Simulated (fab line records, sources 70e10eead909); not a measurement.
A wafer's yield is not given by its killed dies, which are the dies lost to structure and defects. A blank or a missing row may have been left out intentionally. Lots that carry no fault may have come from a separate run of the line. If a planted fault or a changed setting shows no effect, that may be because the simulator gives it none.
fab line records    flow nand_harc
record lots=24  wafers=72  last_day=26
route steps=1159 shown A_CONTACT@939
lots with no fault: from the same line, run without faults
start_h: hours from the record's first day to the start of the lot's first wafer shown    wait_h: hours since the lot's step before    " identical to the entry in the row above    L1.1+2: a single row standing in for several wafers    - no value present, or no start provided    * or withheld: withheld    < > ~ a bound
route shown NAME@n: a module of which the file shows steps, and the number in the route of the first    usual: mean/standard deviation of fault-free wafers    same: alike in all rows    chamber/n: place in a boat    sites: the reading at each site    _std_site: standard deviation of those values    _edge_site: inner sites' mean taken away from outer sites' mean    radius_mm: how far each site lies from the wafer's centre    mask NAME#n: copy n    behind: the most recent tool/chamber to have shaped the wafer    hold: reason for holding the lot/hours on hold/outcome of the hold    device: whichever transistor did not switch (one of n, p or np)    end of line: the tests these same wafers got at the end of their route    a step with no rows: only its recipe    killed: count of dies lost to structure and defects at first sort (not the wafer's yield)    map: per-die view of a wafer (x killed, . not killed, _ where there is no die)
set.NAME: the setting the step ran with; set.NAME@STEP: the setting that earlier step ran with    model.NAME: the simulator's own value behind a step, which no gauge read
route steps across a sampled set of lots; one table per step, one row per wafer
services: from which hour (start_h, from the record's first day; less than 0 if before it) a tool's chamber was out of use, for how many hours, and why
## steps
# step NHARC_A_CONTACT_ETCH_88
# recipe target_depth_a=390  over_etch_frac=0.3  time_s=65  ion_energy_ev=80  cf4_flow_sccm=150  ar_flow_sccm=0  rf_w=300  bias_w=100  chemistry=CF4
# usual drypump_motor_current_A=5.8/0.41  mfc_ar_sccm=0.008/0.0078  oes_product_au=1.007/0.012  rf_vpp_V=151.4/0.91  showerhead_plenum_p_Torr=1.79/0.057  throttle_valve_pct=13.284/0.0088
lot.wafer  tool         chamber  start_h  wait_h  drypump_motor_current_A  mfc_ar_sccm  oes_product_au  rf_hours_counter_h  rf_vpp_V  showerhead_plenum_p_Torr  throttle_valve_pct
L076.1     rie_diel-13  2        386.82   0.1     6.0                      0            1.016           18                  150.2     1.68                      13.280
L076.3     "            0        "        "       5.5                      0.005        0.991           20                  151.7     1.77                      13.278
L076.6     "            2        "        "       6.0                      0            1.016           -                   149.6     1.68                      13.280
L074.1     rie_diel-13  0        387.98   0.1     5.6                      0.005        1.012           21                  150.2     1.77                      13.288
L074.3     "            1        "        "       5.2                      0.020        1.015           21                  151.0     1.80                      13.280
L074.6     "            3        "        "       6.2                      0.011        1.005           -                   152.0     1.83                      13.287
L075.3     rie_diel-13  1        394.02   0.1     5.2                      0.020        1.011           22                  151.4     1.80                      13.287
L075.4     "            2        "        "       6.0                      0            1.018           19                  149.8     1.68                      13.271
L075.5     "            0        "        "       5.6                      0.005        0.989           -                   150.4     1.77                      13.290
L078.3     rie_diel-13  0        400.03   0.1     5.6                      0.005        0.999           23                  151.9     1.77                      13.287
L078.1     "            1        "        "       5.2                      0.020        1.014           23                  151.7     1.79                      13.287
L078.5     "            0        "        "       5.6                      0.005        0.993           -                   151.2     1.77                      13.287
L079.4     rie_diel-13  3        404.42   0.1     6.2                      0.011        1.013           23                  150.8     1.83                      13.282
L079.3     "            1        "        "       5.3                      0.020        1.006           24                  151.1     1.79                      13.283
L079.2     "            2        "        "       6.0                      0            1.022           22                  150.8     1.68                      13.288
L077.3     rie_diel-11  1        405.23   0.1     5.5                      0            0.995           15                  151.4     1.83                      13.300
L077.5     "            2        "        "       5.5                      0            1.010           -                   151.2     1.90                      13.295
L077.6     "            3        "        "       6.6                      0            1.016           -                   151.5     1.80                      13.287
L080.1     rie_diel-13  2        432.63   0.1     6.0                      0            1.009           27                  152.5     1.68                      13.298
L080.4     "            0        "        "       5.6                      0.005        0.998           29                  151.9     1.77                      13.286
L080.5     "            3        "        "       6.2                      0.011        1.008           -                   152.9     1.83                      13.294
L082.3     rie_diel-13  0        434.15   0.1     5.5                      0.005        0.982           29                  151.5     1.77                      13.291
L082.6     "            2        "        "       6.0                      0            1.020           -                   150.2     1.68                      13.267
L082.5     "            3        "        "       6.2                      0.011        1.008           -                   151.2     1.83                      13.293
L084.1     rie_diel-13  0        442.26   0.1     5.5                      0.005        1.001           31                  150.8     1.77                      13.285
L084.3     "            1        "        "       5.2                      0.020        1.030           31                  152.6     1.79                      13.276
L084.6     "            1        "        "       5.2                      0.020        1.019           -                   152.0     1.79                      13.277
L083.1     rie_diel-11  2        442.91   0.1     5.5                      0            1.007           27                  152.5     1.90                      13.280
L083.3     "            0        "        "       5.8                      0.019        1.011           28                  151.6     1.77                      13.288
L083.5     "            1        "        "       5.5                      0            0.989           -                   152.2     1.83                      13.288
L081.4     rie_diel-13  0        444.67   0.1     5.6                      0.005        0.989           32                  151.1     1.77                      13.285
L081.5     "            3        "        "       6.2                      0.011        0.988           -                   151.0     1.83                      13.278
L081.6     "            0        "        "       5.6                      0.005        1.005           -                   151.4     1.77                      13.277
L087.3     rie_diel-11  0        456.76   0.1     5.8                      0.019        1.015           32                  150.4     1.77                      13.293
L087.1     "            1        "        "       5.5                      0            0.980           32                  152.3     1.83                      13.284
L087.5     "            0        "        "       5.8                      0.019        1.005           -                   152.1     1.77                      13.266
L085.3     rie_diel-11  0        457.19   0.1     5.8                      0.019        1.013           32                  150.3     1.77                      13.288
L085.4     "            1        "        "       5.5                      0            0.991           32                  151.4     1.83                      13.265
L085.6     "            3        "        "       6.6                      0            1.013           -                   149.8     1.80                      13.279
L086.3     rie_diel-13  1        464.37   0.1     5.2                      0.020        1.018           0                   151.5     1.79                      13.284
L086.2     "            2        "        "       6.0                      0            1.014           0                   150.4     1.68                      13.297
L086.4     "            3        "        "       6.2                      0.011        1.013           0                   152.6     1.83                      13.300
L089.2     rie_diel-13  0        467.26   0.1     5.6                      0.005        0.998           1                   151.6     1.76                      13.279
L089.1     "            2        "        "       6.0                      0            1.014           1                   150.1     1.68                      13.288
L089.5     "            3        "        "       6.2                      0.011        1.019           -                   149.2     1.83                      13.277
L088.1     rie_diel-13  0        468.07   0.1     5.6                      0.005        0.988           1                   152.1     1.76                      13.290
L088.2     "            1        "        "       5.2                      0.020        1.022           1                   151.9     1.79                      13.290
L088.6     "            0        "        "       5.6                      0.005        0.997           -                   150.8     1.76                      13.278
L090.1     rie_diel-11  0        489.61   0.1     5.8                      0.019        0.999           46                  151.7     1.77                      13.287
L090.3     "            1        "        "       5.5                      0            0.977           47                  152.8     1.82                      13.293
L090.6     "            0        "        "       5.8                      0.019        1.007           -                   152.2     1.77                      13.289
L091.3     rie_diel-13  3        491.43   0.1     6.2                      0.011        1.016           5                   151.6     1.82                      13.279
L091.4     "            0        "        "       5.6                      0.005        0.988           5                   150.0     1.76                      13.271
L091.5     "            0        "        "       5.5                      0.005        0.992           -                   152.1     1.76                      13.286
L094.4     rie_diel-11  3        501.25   0.1     6.6                      0            1.005           49                  151.3     1.79                      13.280
L094.1     "            1        "        "       5.5                      0            0.990           54                  152.5     1.82                      13.286
L094.6     "            2        "        "       5.5                      0            1.022           -                   152.0     1.89                      13.275
L095.4     rie_diel-11  0        511.19   0.1     5.8                      0.019        1.010           54                  151.5     1.77                      13.294
L095.1     "            2        "        "       5.5                      0            1.014           53                  152.3     1.89                      13.292
L095.2     "            3        "        "       6.6                      0            1.012           51                  151.4     1.79                      13.271
L092.3     rie_diel-13  2        513.11   0.1     6.0                      0            1.016           8                   150.8     1.68                      13.287
L092.2     "            0        "        "       5.6                      0.005        0.998           8                   152.5     1.76                      13.293
L092.5     "            2        "        "       6.0                      0            1.006           -                   150.7     1.68                      13.286
L093.5     rie_diel-13  2        519.03   0.1     6.1                      0            1.005           -                   150.8     1.68                      13.296
L093.6     "            3        "        "       6.2                      0.011        1.018           -                   152.4     1.82                      13.279
L093.4     "            1        "        "       5.2                      0.020        1.011           -                   151.0     1.79                      13.267
L096.3     rie_diel-11  1        528.02   0.1     5.5                      0            1.001           63                  151.8     1.82                      13.281
L096.5     "            3        "        "       6.6                      0            1.002           -                   150.9     1.79                      13.298
L096.6     "            0        "        "       5.8                      0.019        0.997           -                   151.0     1.77                      13.291
L097.2     rie_diel-13  3        533.54   0.1     6.2                      0.011        1.020           14                  151.5     1.82                      13.286
L097.1     "            0        "        "       5.6                      0.005        0.989           13                  152.1     1.76                      13.299
L097.6     "            0        "        "       5.6                      0.005        0.986           -                   150.0     1.76                      13.271
# step NHARC_A_CONTACT_ETCH_89
# recipe target_depth_a=2600  over_etch_frac=0.3  time_s=475.3  ion_energy_ev=200  n2_flow_sccm=150  h2_flow_sccm=150  ar_flow_sccm=0  rf_w=400  bias_w=150  chemistry=N2/H2
# usual drypump_motor_current_A=5.8/0.42  mfc_ar_sccm=0.008/0.0081  oes_product_au=1.006/0.012  rf_vpp_V=431.0/1.9  showerhead_plenum_p_Torr=2.06/0.07  throttle_valve_pct=14.172/0.0089
lot.wafer  tool         chamber  start_h  wait_h  drypump_motor_current_A  mfc_ar_sccm  oes_product_au  rf_hours_counter_h  rf_vpp_V  showerhead_plenum_p_Torr  throttle_valve_pct
L076.1     rie_diel-13  0        -        -       5.6                      0.005        0.996           20                  430.6     2.04                      14.165
L076.3     "            2        "        "       6.1                      0            1.022           18                  427.9     1.93                      14.159
L076.6     "            1        "        "       5.2                      0.020        1.018           -                   431.4     2.07                      14.166
L074.1     rie_diel-13  3        -        -       6.2                      0.011        1.009           19                  433.3     2.12                      14.176
L074.3     "            0        "        "       5.6                      0.005        0.996           21                  430.0     2.04                      14.180
L074.6     "            3        "        "       6.2                      0.011        0.999           -                   434.0     2.12                      14.178
L075.4     rie_diel-13  1        -        -       5.2                      0.020        1.015           22                  430.6     2.07                      14.155
L075.3     "            2        "        "       6.0                      0            1.020           19                  427.5     1.93                      14.189
L075.5     "            1        "        "       5.2                      0.020        1.013           -                   429.1     2.07                      14.176
L078.3     rie_diel-13  1        -        -       5.2                      0.020        1.012           24                  430.8     2.07                      14.188
L078.1     "            0        "        "       5.6                      0.005        0.992           23                  431.0     2.04                      14.167
L078.5     "            2        "        "       6.1                      0            1.022           -                   427.9     1.93                      14.173
L079.4     rie_diel-13  3        -        -       6.2                      0.011        1.011           23                  433.1     2.12                      14.170
L079.3     "            0        "        "       5.5                      0.005        0.982           24                  429.4     2.04                      14.170
L079.2     "            1        "        "       5.2                      0.020        1.003           24                  431.1     2.07                      14.180
L077.3     rie_diel-11  2        -        -       5.5                      0            1.013           13                  434.9     2.21                      14.162
L077.6     "            3        "        "       6.6                      0            1.014           -                   432.3     2.08                      14.171
L077.5     "            0        "        "       5.8                      0.019        1.005           -                   431.6     2.05                      14.173
L080.1     rie_diel-13  0        -        -       5.6                      0.005        1.012           29                  431.9     2.04                      14.175
L080.4     "            1        "        "       5.2                      0.020        1.033           29                  429.6     2.07                      14.184
L080.5     "            1        "        "       5.2                      0.020        1.023           -                   430.9     2.07                      14.171
L082.3     rie_diel-13  3        -        -       6.2                      0.011        0.998           28                  432.9     2.11                      14.169
L082.5     "            3        "        "       6.2                      0.011        1.000           -                   431.2     2.11                      14.168
L082.6     "            0        "        "       5.6                      0.005        1.007           -                   430.5     2.04                      14.159
L084.3     rie_diel-13  0        -        -       5.6                      0.005        1.004           31                  431.8     2.04                      14.166
L084.1     "            1        "        "       5.2                      0.020        1.016           31                  429.5     2.07                      14.175
L084.6     "            3        "        "       6.2                      0.011        0.995           -                   432.9     2.11                      14.175
L083.1     rie_diel-11  3        -        -       6.6                      0            1.011           27                  432.9     2.08                      14.184
L083.3     "            1        "        "       5.5                      0            0.979           29                  431.6     2.11                      14.180
L083.5     "            0        "        "       5.8                      0.019        0.999           -                   431.9     2.05                      14.183
L081.4     rie_diel-13  3        -        -       6.2                      0.011        0.995           31                  432.5     2.11                      14.164
L081.5     "            2        "        "       6.1                      0            1.017           -                   428.2     1.93                      14.153
L081.6     "            3        "        "       6.2                      0.011        0.992           -                   431.9     2.11                      14.161
L087.3     rie_diel-11  1        -        -       5.5                      0            0.979           32                  431.3     2.11                      14.177
L087.1     "            2        "        "       5.5                      0            1.021           30                  434.5     2.21                      14.158
L087.5     "            0        "        "       5.8                      0.019        0.996           -                   430.2     2.05                      14.175
L085.3     rie_diel-11  0        -        -       5.8                      0.019        1.000           33                  430.5     2.05                      14.184
L085.4     "            1        "        "       5.5                      0            0.984           32                  433.6     2.11                      14.157
L085.6     "            3        "        "       6.6                      0            1.018           -                   429.7     2.07                      14.172
L086.3     rie_diel-13  0        -        -       5.6                      0.005        0.987           0                   430.3     2.03                      14.156
L086.4     "            1        "        "       5.2                      0.020        1.020           0                   431.2     2.07                      14.166
L086.2     "            2        "        "       6.0                      0            1.009           0                   428.9     1.93                      14.167
L089.1     rie_diel-13  0        -        -       5.6                      0.005        0.995           1                   430.9     2.03                      14.182
L089.2     "            1        "        "       5.2                      0.020        1.011           1                   432.3     2.07                      14.180
L089.5     "            3        "        "       6.2                      0.011        1.026           -                   432.3     2.11                      14.165
L088.2     rie_diel-13  1        -        -       5.2                      0.020        1.017           1                   430.5     2.07                      14.156
L088.1     "            0        "        "       5.6                      0.005        1.001           2                   431.3     2.03                      14.158
L088.6     "            2        "        "       6.1                      0            1.004           -                   427.2     1.93                      14.170
L090.1     rie_diel-11  1        -        -       5.5                      0            0.970           47                  431.8     2.11                      14.174
L090.3     "            2        "        "       5.5                      0            1.026           45                  434.0     2.20                      14.161
L090.6     "            0        "        "       5.8                      0.019        0.996           -                   430.3     2.04                      14.180
L091.3     rie_diel-13  3        -        -       6.2                      0.011        1.007           5                   432.8     2.11                      14.165
L091.4     "            2        "        "       6.0                      0            1.014           5                   428.1     1.92                      14.171
L091.5     "            3        "        "       6.2                      0.011        1.006           -                   433.1     2.11                      14.177
L094.1     rie_diel-11  0        -        -       5.8                      0.019        1.010           52                  430.1     2.04                      14.158
L094.4     "            1        "        "       5.5                      0            0.984           54                  433.2     2.11                      14.179
L094.6     "            0        "        "       5.8                      0.019        1.008           -                   429.8     2.04                      14.165
L095.1     rie_diel-11  0        -        -       5.8                      0.019        1.013           54                  430.1     2.04                      14.184
L095.2     "            1        "        "       5.5                      0            0.988           56                  432.7     2.11                      14.175
L095.4     "            2        "        "       5.5                      0            1.006           53                  434.2     2.20                      14.158
L092.2     rie_diel-13  3        -        -       6.2                      0.011        1.016           8                   432.7     2.11                      14.170
L092.3     "            0        "        "       5.6                      0.005        0.987           9                   430.2     2.03                      14.181
L092.5     "            1        "        "       5.2                      0.020        1.000           -                   429.9     2.07                      14.166
L093.5     rie_diel-13  3        -        -       6.2                      0.011        1.024           -                   433.1     2.11                      14.182
L093.4     "            1        "        "       5.2                      0.020        1.019           -                   431.2     2.07                      14.167
L093.6     "            2        "        "       6.0                      0            1.011           -                   427.3     1.92                      14.162
L096.3     rie_diel-11  2        -        -       5.5                      0            1.014           60                  434.9     2.20                      14.160
L096.5     "            0        "        "       5.8                      0.019        1.001           -                   431.4     2.04                      14.164
L096.6     "            1        "        "       5.5                      0            1.000           -                   430.5     2.10                      14.176
L097.2     rie_diel-13  1        -        -       5.2                      0.020        1.012           14                  431.7     2.06                      14.177
L097.1     "            3        "        "       6.2                      0.011        1.012           14                  433.5     2.11                      14.182
L097.6     "            1        "        "       5.2                      0.020        1.006           -                   431.3     2.06                      14.163
# step NHARC_A_CONTACT_ETCH_134
# recipe source_w=withheld  pressure_mtorr=20  bias_v=withheld  time_s=140  target_depth_a=7000  ar_flow_sccm=withheld  c4f8_flow_sccm=withheld  o2_flow_sccm=withheld  chemistry=C4F8/O2/Ar
lot.wafer  tool             chamber  start_h  wait_h  rf_hours_counter_h
L076.1     har_cap_etch-03  1        388.51   -       90
L076.3     "                0        "        "       -
L076.6     "                1        "        "       -
L074.1     har_cap_etch-01  0        388.88   -       59
L074.3     "                1        "        "       -
L074.6     "                0        "        "       -
L075.3     har_cap_etch-03  0        395.11   -       -
L075.4     "                1        "        "       -
L075.5     "                0        "        "       -
L078.1     har_cap_etch-03  1        400.97   -       92
L078.3     "                0        "        "       -
L078.5     "                1        "        "       -
L079.2     har_cap_etch-02  1        405.33   -       15
L079.3     "                1        "        "       -
L079.4     "                0        "        "       -
L077.3     har_cap_etch-01  0        406.38   -       -
L077.6     "                1        "        "       -
L077.5     "                0        "        "       -
L080.1     har_cap_etch-02  0        433.58   -       18
L080.4     "                1        "        "       -
L080.5     "                1        "        "       -
L082.3     har_cap_etch-01  0        435.21   -       -
L082.5     "                1        "        "       -
L082.6     "                0        "        "       -
L084.1     har_cap_etch-01  1        443.17   -       67
L084.3     "                1        "        "       -
L084.6     "                1        "        "       -
L083.1     har_cap_etch-01  1        444.08   -       68
L083.3     "                0        "        "       -
L083.5     "                1        "        "       -
L081.4     har_cap_etch-03  0        445.71   -       -
L081.5     "                1        "        "       -
L081.6     "                0        "        "       -
L087.1     har_cap_etch-02  0        457.92   -       24
L087.3     "                1        "        "       -
L087.5     "                1        "        "       -
L085.4     har_cap_etch-01  0        458.25   -       -
L085.3     "                1        "        "       -
L085.6     "                1        "        "       -
L086.2     har_cap_etch-03  1        465.27   -       103
L086.3     "                1        "        "       -
L086.4     "                0        "        "       -
L089.2     har_cap_etch-02  0        468.16   -       26
L089.1     "                1        "        "       26
L089.5     "                1        "        "       -
L088.1     har_cap_etch-01  0        469.08   -       73
L088.2     "                1        "        "       73
L088.6     "                1        "        "       -
L090.1     har_cap_etch-01  0        490.52   -       75
L090.3     "                0        "        "       -
L090.6     "                1        "        "       -
L091.3     har_cap_etch-03  0        492.41   -       -
L091.4     "                1        "        "       -
L091.5     "                0        "        "       -
L094.1     har_cap_etch-02  0        502.20   -       30
L094.4     "                0        "        "       -
L094.6     "                1        "        "       -
L095.1     har_cap_etch-01  0        512.10   -       78
L095.2     "                1        "        "       78
L095.4     "                1        "        "       -
L092.2     har_cap_etch-02  0        514.01   -       32
L092.3     "                0        "        "       -
L092.5     "                1        "        "       -
L093.4     har_cap_etch-03  1        520.18   -       -
L093.6     "                0        "        "       -
L093.5     "                1        "        "       -
L096.3     har_cap_etch-03  1        528.98   -       -
L096.6     "                1        "        "       -
L096.5     "                0        "        "       -
L097.2     har_cap_etch-01  0        534.50   -       84
L097.1     "                1        "        "       84
L097.6     "                0        "        "       -
# step NHARC_A_CONTACT_ETCH_138
# recipe source_w=withheld  pressure_mtorr=20  bias_v=3000  time_s=132  target_depth_a=12890  ar_flow_sccm=withheld  c4f8_flow_sccm=withheld  o2_flow_sccm=withheld  chemistry=C4F8/O2/Ar
lot.wafer  tool             chamber  start_h  wait_h  rf_hours_counter_h
L076.1     har_cap_etch-03  1        389.08   0.1     90
L076.3     "                0        "        "       -
L076.6     "                1        "        "       -
L074.1     har_cap_etch-01  0        389.45   0.1     59
L074.3     "                1        "        "       -
L074.6     "                0        "        "       -
L075.3     har_cap_etch-03  0        395.64   0.1     -
L075.4     "                1        "        "       -
L075.5     "                0        "        "       -
L078.1     har_cap_etch-03  1        401.52   0.1     93
L078.3     "                0        "        "       -
L078.5     "                1        "        "       -
L079.2     har_cap_etch-02  1        405.90   0.1     15
L079.3     "                1        "        "       -
L079.4     "                0        "        "       -
L077.3     har_cap_etch-01  0        406.91   0.1     -
L077.6     "                1        "        "       -
L077.5     "                0        "        "       -
L080.1     har_cap_etch-02  0        434.13   0.1     19
L080.4     "                1        "        "       -
L080.5     "                1        "        "       -
L082.3     har_cap_etch-01  0        435.74   0.1     -
L082.5     "                1        "        "       -
L082.6     "                0        "        "       -
L084.1     har_cap_etch-01  1        443.74   0.1     68
L084.3     "                1        "        "       -
L084.6     "                1        "        "       -
L083.1     har_cap_etch-01  1        444.64   0.1     68
L083.3     "                0        "        "       -
L083.5     "                1        "        "       -
L081.4     har_cap_etch-03  0        446.24   0.1     -
L081.5     "                1        "        "       -
L081.6     "                0        "        "       -
L087.1     har_cap_etch-02  0        458.47   0.1     24
L087.3     "                1        "        "       -
L087.5     "                1        "        "       -
L085.4     har_cap_etch-01  0        458.78   0.1     -
L085.3     "                1        "        "       -
L085.6     "                1        "        "       -
L086.2     har_cap_etch-03  1        465.84   0.1     103
L086.3     "                1        "        "       -
L086.4     "                0        "        "       -
L089.2     har_cap_etch-02  0        468.72   0.1     26
L089.1     "                1        "        "       26
L089.5     "                1        "        "       -
L088.1     har_cap_etch-01  0        469.65   0.1     74
L088.2     "                1        "        "       74
L088.6     "                1        "        "       -
L090.1     har_cap_etch-01  0        491.08   0.1     76
L090.3     "                0        "        "       -
L090.6     "                1        "        "       -
L091.3     har_cap_etch-03  0        492.95   0.1     -
L091.4     "                1        "        "       -
L091.5     "                0        "        "       -
L094.1     har_cap_etch-02  0        502.76   0.1     31
L094.4     "                0        "        "       -
L094.6     "                1        "        "       -
L095.1     har_cap_etch-01  0        512.66   0.1     79
L095.2     "                1        "        "       79
L095.4     "                1        "        "       -
L092.2     har_cap_etch-02  0        514.58   0.1     33
L092.3     "                0        "        "       -
L092.5     "                1        "        "       -
L093.4     har_cap_etch-03  1        520.70   0.1     -
L093.6     "                0        "        "       -
L093.5     "                1        "        "       -
L096.3     har_cap_etch-03  1        529.52   0.1     -
L096.6     "                1        "        "       -
L096.5     "                0        "        "       -
L097.2     har_cap_etch-01  0        535.07   0.1     84
L097.1     "                1        "        "       84
L097.6     "                0        "        "       -
# step NHARC_A_CONTACT_ETCH_139
# recipe source_w=withheld  pressure_mtorr=20  bias_v=400  time_s=137  target_depth_a=5900  ar_flow_sccm=withheld  c4f8_flow_sccm=11.5  o2_flow_sccm=7.2  chemistry=C4F8/O2/Ar
lot.wafer  tool             chamber  start_h  wait_h  rf_hours_counter_h
L076.1     har_cap_etch-03  1        389.20   0.1     90
L076.3     "                0        "        "       -
L076.6     "                1        "        "       -
L074.1     har_cap_etch-01  0        389.58   0.1     59
L074.3     "                1        "        "       -
L074.6     "                0        "        "       -
L075.3     har_cap_etch-03  0        395.80   0.1     -
L075.4     "                1        "        "       -
L075.5     "                0        "        "       -
L078.1     har_cap_etch-03  1        401.66   0.1     93
L078.3     "                0        "        "       -
L078.5     "                1        "        "       -
L079.2     har_cap_etch-02  1        406.02   0.1     15
L079.3     "                1        "        "       -
L079.4     "                0        "        "       -
L077.3     har_cap_etch-01  0        407.08   0.2     -
L077.6     "                1        "        "       -
L077.5     "                0        "        "       -
L080.1     har_cap_etch-02  0        434.27   0.1     19
L080.4     "                1        "        "       -
L080.5     "                1        "        "       -
L082.3     har_cap_etch-01  0        435.92   0.2     -
L082.5     "                1        "        "       -
L082.6     "                0        "        "       -
L084.1     har_cap_etch-01  1        443.86   0.1     68
L084.3     "                1        "        "       -
L084.6     "                1        "        "       -
L083.1     har_cap_etch-01  1        444.76   0.1     68
L083.3     "                0        "        "       -
L083.5     "                1        "        "       -
L081.4     har_cap_etch-03  0        446.42   0.2     -
L081.5     "                1        "        "       -
L081.6     "                0        "        "       -
L087.1     har_cap_etch-02  0        458.60   0.1     24
L087.3     "                1        "        "       -
L087.5     "                1        "        "       -
L085.4     har_cap_etch-01  0        458.94   0.1     -
L085.3     "                1        "        "       -
L085.6     "                1        "        "       -
L086.2     har_cap_etch-03  1        465.96   0.1     103
L086.3     "                1        "        "       -
L086.4     "                0        "        "       -
L089.2     har_cap_etch-02  0        468.84   0.1     26
L089.1     "                1        "        "       26
L089.5     "                1        "        "       -
L088.1     har_cap_etch-01  0        469.77   0.1     74
L088.2     "                1        "        "       74
L088.6     "                1        "        "       -
L090.1     har_cap_etch-01  0        491.21   0.1     76
L090.3     "                0        "        "       -
L090.6     "                1        "        "       -
L091.3     har_cap_etch-03  0        493.10   0.1     -
L091.4     "                1        "        "       -
L091.5     "                0        "        "       -
L094.1     har_cap_etch-02  0        502.90   0.1     31
L094.4     "                0        "        "       -
L094.6     "                1        "        "       -
L095.1     har_cap_etch-01  0        512.83   0.1     79
L095.2     "                1        "        "       79
L095.4     "                1        "        "       -
L092.2     har_cap_etch-02  0        514.70   0.1     33
L092.3     "                0        "        "       -
L092.5     "                1        "        "       -
L093.4     har_cap_etch-03  1        520.88   0.2     -
L093.6     "                0        "        "       -
L093.5     "                1        "        "       -
L096.3     har_cap_etch-03  1        529.68   0.1     -
L096.6     "                1        "        "       -
L096.5     "                0        "        "       -
L097.2     har_cap_etch-01  0        535.20   0.1     84
L097.1     "                1        "        "       84
L097.6     "                0        "        "       -
# step NHARC_A_CONTACT_CD_MEAS_15
# usual cd_nm=89.9/0.67
lot.wafer  tool       chamber  start_h  wait_h  cd_nm
L076.1     cd_sem-01  -        389.93   -       89.7
L076.3     "          -        "        "       89.5
L076.6     "          -        "        "       88.9
L074.1     cd_sem-03  -        390.25   -       90.8
L074.3     "          -        "        "       90.1
L074.6     "          -        "        "       90.0
L075.3     cd_sem-02  -        396.35   -       89.8
L075.4     "          -        "        "       89.4
L075.5     "          -        "        "       89.5
L078.1     cd_sem-01  -        402.24   -       89.4
L078.3     "          -        "        "       89.2
L078.5     "          -        "        "       89.0
L079.2     cd_sem-02  -        406.71   -       90.1
L079.3     "          -        "        "       90.4
L079.4     "          -        "        "       90.4
L077.3     cd_sem-02  -        407.64   -       90.6
L077.5     "          -        "        "       90.1
L077.6     "          -        "        "       89.6
L080.1     cd_sem-02  -        435.00   -       90.0
L080.4     "          -        "        "       89.5
L080.5     "          -        "        "       90.0
L082.3     cd_sem-02  -        436.43   -       89.4
L082.5     "          -        "        "       89.7
L082.6     "          -        "        "       89.2
L084.1     cd_sem-03  -        444.47   -       90.3
L084.3     "          -        "        "       89.5
L084.6     "          -        "        "       90.0
L083.1     cd_sem-02  -        445.42   -       89.8
L083.3     "          -        "        "       89.4
L083.5     "          -        "        "       89.5
L081.4     cd_sem-02  -        446.97   -       89.4
L081.5     "          -        "        "       90.4
L081.6     "          -        "        "       90.0
L087.1     cd_sem-02  -        459.22   -       90.6
L087.3     "          -        "        "       90.4
L087.5     "          -        "        "       89.8
L085.3     cd_sem-02  -        459.59   -       90.8
L085.4     "          -        "        "       90.7
L085.6     "          -        "        "       90.3
L086.2     cd_sem-02  -        466.65   -       89.2
L086.3     "          -        "        "       89.7
L086.4     "          -        "        "       89.4
L089.1     cd_sem-01  -        469.51   -       89.4
L089.2     "          -        "        "       89.6
L089.5     "          -        "        "       90.2
L088.1     cd_sem-02  -        470.39   -       88.6
L088.2     "          -        "        "       89.7
L088.6     "          -        "        "       90.6
L090.1     cd_sem-03  -        491.86   -       88.4
L090.3     "          -        "        "       89.5
L090.6     "          -        "        "       89.1
L091.3     cd_sem-02  -        493.92   -       90.0
L091.4     "          -        "        "       89.0
L091.5     "          -        "        "       88.9
L094.1     cd_sem-01  -        503.50   -       88.6
L094.4     "          -        "        "       89.3
L094.6     "          -        "        "       89.8
L095.1     cd_sem-03  -        513.64   -       90.7
L095.2     "          -        "        "       88.7
L095.4     "          -        "        "       89.9
L092.2     cd_sem-03  -        515.33   -       90.3
L092.3     "          -        "        "       91.2
L092.5     "          -        "        "       90.4
L093.4     cd_sem-01  -        521.40   -       89.8
L093.5     "          -        "        "       90.2
L093.6     "          -        "        "       89.5
L096.3     cd_sem-02  -        530.26   -       88.9
L096.5     "          -        "        "       90.7
L096.6     "          -        "        "       89.4
L097.1     cd_sem-03  -        535.82   -       90.6
L097.2     "          -        "        "       89.8
L097.6     "          -        "        "       89.1
## services
tool             chamber  start_h  hours  kind
rie_diel-13      3        363.34   4.3    repair
rie_diel-11      -        366.67   9.0    pm
rie_diel-13      0        383.04   -      clean
rie_diel-13      1        383.04   -      clean
rie_diel-13      2        383.04   -      clean
rie_diel-13      3        383.04   -      clean
rie_diel-13      0        407.59   -      clean
rie_diel-13      1        407.59   -      clean
rie_diel-13      2        407.59   -      clean
rie_diel-13      3        407.59   -      clean
har_cap_etch-01  -        411.28   0.1    repair
rie_diel-13      0        432.09   -      clean
rie_diel-13      1        432.09   -      clean
rie_diel-13      2        432.09   -      clean
rie_diel-13      3        432.09   -      clean
rie_diel-13      -        453.00   9.0    pm
rie_diel-13      0        453.00   9.0    vent_cycle
rie_diel-13      1        453.00   9.0    vent_cycle
rie_diel-13      2        453.00   9.0    vent_cycle
rie_diel-13      3        453.00   9.0    vent_cycle
rie_diel-13      0        462.00   -      clean
rie_diel-13      1        462.00   -      clean
rie_diel-13      2        462.00   -      clean
rie_diel-13      0        516.32   3.3    repair
## key
fault none
